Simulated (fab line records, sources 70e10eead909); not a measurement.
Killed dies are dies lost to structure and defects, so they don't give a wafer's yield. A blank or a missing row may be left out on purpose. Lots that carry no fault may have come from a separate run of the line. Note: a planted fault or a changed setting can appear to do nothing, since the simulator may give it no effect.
A lot that was struck, set against a sound lot	flow nand_harc	13 steps out of a route of 1159
Sound: wafers L642.4, L642.5, L642.6. Struck: wafer L657.3 (left out: L657.1, L657.2 of the same lot, which were not struck); the cause appears at the end.
Per side, at each step with rows, come the tool, then ch with its chambers, and then its first start. Under that, the readings that differ: sound wafers	struck wafers	difference of the means	sigmas: that difference in standard deviations of wafers without a fault.
alike: readings whose means differ by less than 2 such deviations, and words and numbers that are the same on both sides. not compared: withheld readings, readings that some wafer has no value for, bounds like >300 that may hide the same value, and numbers for which the record gives no deviation and whose values overlap.
A row with sigmas, a row that says differs or no value, or rows on one side alone: a step with any of these is where the two part. Numbers that have no deviation but don't overlap get no sigmas and don't part them. A reading that every wafer of one side lacks parts them only if that side has two wafers or more.

NHARC_A_SLIT_ETCH_29: etches the open film in CF4/O2, target depth 100 nm, overetch 10 nm, time 55 s.
  sound on rie_diel-11 ch 0,1,2, day 14 16:19; struck on rie_diel-07 ch 1, day 18 13:55
  alike: cf4_flow_sccm, drypump_motor_current_A, oes_f_703_au, oes_product_au, rf_vpp_V, showerhead_plenum_p_Torr, throttle_valve_pct
  not compared: rf_hours_counter_h
NHARC_A_SLIT_STRIP_18: strips in O2.
  sound: rie_diel-11 ch 0,3; struck: rie_diel-07 ch 1
  alike: drypump_motor_current_A, oes_product_au, rf_vpp_V, showerhead_plenum_p_Torr, throttle_valve_pct
  not compared: rf_hours_counter_h
then, 2 steps without rows for these wafers: NHARC_A_SLIT_PRECLEAN_19 (cleans in SC1); NHARC_A_SLIT_SRD_20.
NHARC_A_SLIT_CD_MEAS_21:
  sound on cd_sem-01, day 14 16:52; struck on cd_sem-01, day 18 14:28
  alike: cd_nm
then, 3 steps without rows for these wafers: NHARC_A_SIN_REMOVE_WET_00 (chemistry H3PO4, time 15300 s); NHARC_A_SIN_REMOVE_PRECLEAN_01 (cleans in SC1); NHARC_A_SIN_REMOVE_SRD_02.
NHARC_A_SIN_REMOVE_INSPECT_04:
  sound on defect_inspect-01, day 15 00:34; struck on defect_inspect-01, day 18 22:10
reading	sound	struck	difference	sigmas
raw_defect_count	289 326 269	490	+195	+2
NHARC_A_WL_FILL_ALD_00: deposits Al2O3, target thk 3 nm, pulse time 3 s, ald cycles 30.
  sound on ald_hk-03 ch 0,1,3, day 15 00:43; struck on ald_hk-03 ch 2, day 19 00:07
  alike: heater_power_outer_w, heater_power_w, precursor_pulse_height_rel
  not compared: ald_cycles
NHARC_A_WL_FILL_RTA_01: time 5 s.
  sound on rtp_anneal-02 ch 0, day 15 00:59; struck on rtp_anneal-01 ch 0, day 19 00:22
reading	sound	struck	difference	sigmas
lamp_power_pct (%)	25 25 25	37	+12	+2
lamp_zone_7_pct (%)	25 25 25	38	+13	+2
wafer_temp_C_max	1003.3 1003.2 1003.9	1005.8	+2.3	+2
NHARC_A_WL_FILL_ALD_02: deposits TiN, target thk 2 nm, pulse time 3 s, ald cycles 100.
  sound on ald_metal-02 ch 0,2,3, day 15 01:13; struck on ald_metal-03 ch 0, day 19 00:37
reading	sound	struck	difference	sigmas
ald_cycles	100 100 100	49	-51	
  alike: heater_power_outer_w, heater_power_w, precursor_pulse_height_rel
-- the record jumps here: 5 days lie between the struck wafers' starts before and after (it left off in module A_WL_FILL and takes up again in module END, whose first step shown is number 1159 of the route) --
NHARC_END_SORT_01:
  only the struck wafers appear in the record here, on prober-02 ch 0 at day 23 16:38; the sound ones have no rows

## WHERE THEY PART
Earliest at NHARC_A_SIN_REMOVE_INSPECT_04; latest, in this record, at NHARC_END_SORT_01.

WHY: what had been put in by the simulator
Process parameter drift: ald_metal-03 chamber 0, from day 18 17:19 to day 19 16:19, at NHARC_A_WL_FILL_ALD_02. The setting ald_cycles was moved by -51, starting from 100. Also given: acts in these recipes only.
